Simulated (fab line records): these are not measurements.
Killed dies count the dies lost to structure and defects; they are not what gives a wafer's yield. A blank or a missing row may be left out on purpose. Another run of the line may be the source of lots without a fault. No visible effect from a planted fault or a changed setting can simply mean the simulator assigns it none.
Chamber matching / flow nand-harc / NHARC_P_GATE_DESCUM_93 on rie-diel-02: 4 sister chambers
The step chemistry O2, time 3 s. 8 wafers are shown with their chamber, then 10 later ones without.

EACH WAFER AND ITS CHAMBER
wafer=L077.5; chamber=0; drypump-motor-current-A (A)=6.1; showerhead-plenum-p-Torr (Torr)=1.85
wafer=L078.4; chamber=1; drypump-motor-current-A (A)=5.4; showerhead-plenum-p-Torr (Torr)=1.87
wafer=L078.5; chamber=0; drypump-motor-current-A (A)=6.1; showerhead-plenum-p-Torr (Torr)=1.84
wafer=L084.1; chamber=3; drypump-motor-current-A (A)=6.3; showerhead-plenum-p-Torr (Torr)=1.95
wafer=L084.2; chamber=2; drypump-motor-current-A (A)=5.2; showerhead-plenum-p-Torr (Torr)=1.90
wafer=L084.4; chamber=1; drypump-motor-current-A (A)=5.4; showerhead-plenum-p-Torr (Torr)=1.87
wafer=L089.4; chamber=3; drypump-motor-current-A (A)=6.4; showerhead-plenum-p-Torr (Torr)=1.94
wafer=L089.5; chamber=2; drypump-motor-current-A (A)=5.2; showerhead-plenum-p-Torr (Torr)=1.89

WAFERS WITH NO CHAMBER GIVEN
wafer=L089.6; drypump-motor-current-A (A)=5.4; showerhead-plenum-p-Torr (Torr)=1.86
wafer=L090.1; drypump-motor-current-A (A)=6.1; showerhead-plenum-p-Torr (Torr)=1.84
wafer=L090.4; drypump-motor-current-A (A)=5.2; showerhead-plenum-p-Torr (Torr)=1.89
wafer=L090.5; drypump-motor-current-A (A)=5.2; showerhead-plenum-p-Torr (Torr)=1.89
wafer=L093.1; drypump-motor-current-A (A)=5.4; showerhead-plenum-p-Torr (Torr)=1.86
wafer=L093.3; drypump-motor-current-A (A)=6.0; showerhead-plenum-p-Torr (Torr)=1.83
wafer=L093.4; drypump-motor-current-A (A)=5.2; showerhead-plenum-p-Torr (Torr)=1.89
wafer=L097.1; drypump-motor-current-A (A)=5.2; showerhead-plenum-p-Torr (Torr)=1.89
wafer=L097.2; drypump-motor-current-A (A)=5.4; showerhead-plenum-p-Torr (Torr)=1.86
wafer=L097.4; drypump-motor-current-A (A)=6.1; showerhead-plenum-p-Torr (Torr)=1.83

EACH ONE'S CHAMBER
wafer=L089.6; from the rows above=1; in truth=1
wafer=L090.1; from the rows above=0; in truth=0
wafer=L090.4; from the rows above=2; in truth=2
wafer=L090.5; from the rows above=2; in truth=2
wafer=L093.1; from the rows above=1; in truth=1
wafer=L093.3; from the rows above=0; in truth=0
wafer=L093.4; from the rows above=2; in truth=2
wafer=L097.1; from the rows above=2; in truth=2
wafer=L097.2; from the rows above=1; in truth=1
wafer=L097.4; from the rows above=0; in truth=0
Correct placement for 10 of the 10. Can't be placed from these rows: 0. Placed wrongly: 0.
How it was worked out, from the rows above alone: a wafer's distance from a chamber is the root of the sum, over the readings, of the square of ((its reading less the chamber's mean) divided by the reading's scatter). If the next closest chamber is less than 2 further off than the closest, the wafer can't be placed; otherwise it belongs to the closest. For every chamber, the mean is computed from those of its wafers that are shown. The scatter: take each reading less its chamber's mean, square it, sum over the shown wafers, divide by the number of wafers less the number of chambers, and take the root.
